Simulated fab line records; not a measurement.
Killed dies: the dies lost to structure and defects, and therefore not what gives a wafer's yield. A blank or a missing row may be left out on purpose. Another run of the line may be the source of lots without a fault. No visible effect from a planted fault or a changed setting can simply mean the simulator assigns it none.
8D (eight disciplines) problem report, filled in by code ; flow n5 finfet ; the parts of the form that need people (team, actions taken, sign-off) are left out

1. WHAT WENT WRONG
Wafers without a fault read 69 s, standard deviation 4.2; time to endpoint s at N5_BEOL_M10_CMP_52 reads a mean of 45 s on 3 wafers belonging to 3 lots. Relative to the usual mean, that is a shift of -5.7 standard deviations.
The step: polishes, stops on SiCOH lowk, t overpolish 7 s, target thk 140 nm.
Seen first at day 17 19:30 on cmp-01, wafer L167.4. Wafers with a number at this step in the record: 31, from 11 lots. Rule for "out" (also "out of limits"): further than 4 standard deviations from the usual mean. All remaining wafers that have a number are taken as sound.

2. WHAT IT IS, WHAT IT ISN'T
question;is;is not
which readings at this step;time to endpoint s;motor current A
which lots;L167, L169, L171;L152, L153, L156, L159, L161, L162, L173, L174
which wafers of those lots;L167.4, L169.1, L171.4;L167.2, L169.6, L171.2, L171.3
read on which tools;cmp-01, cmp-02;cmp-03
when;from day 17 19:30;"up to then (19 sound wafers); but 9 sound wafers of L169, L171, L173, L174 came after"

3. SUSPECTS, AND WHAT RULES EACH OUT
Counting: a tool at a process step up to the reading stays a suspect if it ran every lot that is out. Sound lots after the first of them don't rule it out here, since some wafers of a struck lot are sound.
- rie diel-05 at N5_BEOL_M10_ETCH_41 (etches SiCN in CH3F/O2, target depth 42.6 nm, time 86 s): kept. Ran every lot that is out, first one L167 (day 17 15:33); last sound lot up to then L162 (day 15 14:11). N5_BEOL_M10_ETCH_41 gives no start for some lots, so the hours and the order of its lots are those of N5_BEOL_M10_OCD_MEAS_38.
- rie diel-05 at N5_BEOL_M10_STRIP_77 (strips in N2/H2, time 10 s): kept. Ran every lot that is out, first one L167 (day 17 15:33); last sound lot up to then L162 (day 15 14:11). N5_BEOL_M10_STRIP_77 gives no start for some lots, so the hours and the order of its lots are those of N5_BEOL_M10_OCD_MEAS_38.
- ecd cu-02 at N5_BEOL_M10_ECD_50 (material Cu, target thk 318 nm): kept. Ran every lot that is out, first one L167 (day 17 18:51); last sound lot up to then L161 (day 16 05:32).
rie diel-05 at N5_BEOL_M10_ETCH_41, rie diel-05 at N5_BEOL_M10_STRIP_77 and ecd cu-02 at N5_BEOL_M10_ECD_50 are what is left after counting.

4. THE CAUSE (what the simulator had put in)
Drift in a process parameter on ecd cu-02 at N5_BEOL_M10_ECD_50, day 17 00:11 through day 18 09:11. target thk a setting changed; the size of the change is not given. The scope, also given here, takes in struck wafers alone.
Counting left 3 suspects, and this tool is among them.

5. SEQUENCE OF EFFECTS, ordered by route
Each row: a reading where the mean over the struck wafers with a number is more than 3 standard deviations away from the usual. Readings are gone through only where the record gives a usual standard deviation; hours: the median, over the lots, of the time from a lot's start at the first step in this table giving one to that lot's start at this step; sigmas: the change measured in usual standard deviations.
hours;step;reading;usual;on struck wafers;change;sigmas
0;N5_BEOL_M10_CMP_52;time to endpoint s;69 s;45;-24;-5.7
Process steps it contains:
- N5_BEOL_M10_CMP_52: polishes, stops on SiCOH lowk, t overpolish 7 s, target thk 140 nm.

6. WHAT WOULD HAVE CAUGHT IT SOONER
In this record no reading fell out of limits until day 17 19:30, 19 hours after the fault had begun at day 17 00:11.
Of the lots that are out (3), L171, L169 began N5_BEOL_M10_ECD_50 on ecd cu-02 after day 17 19:30. A hold on the tool at that time would have spared those 2.
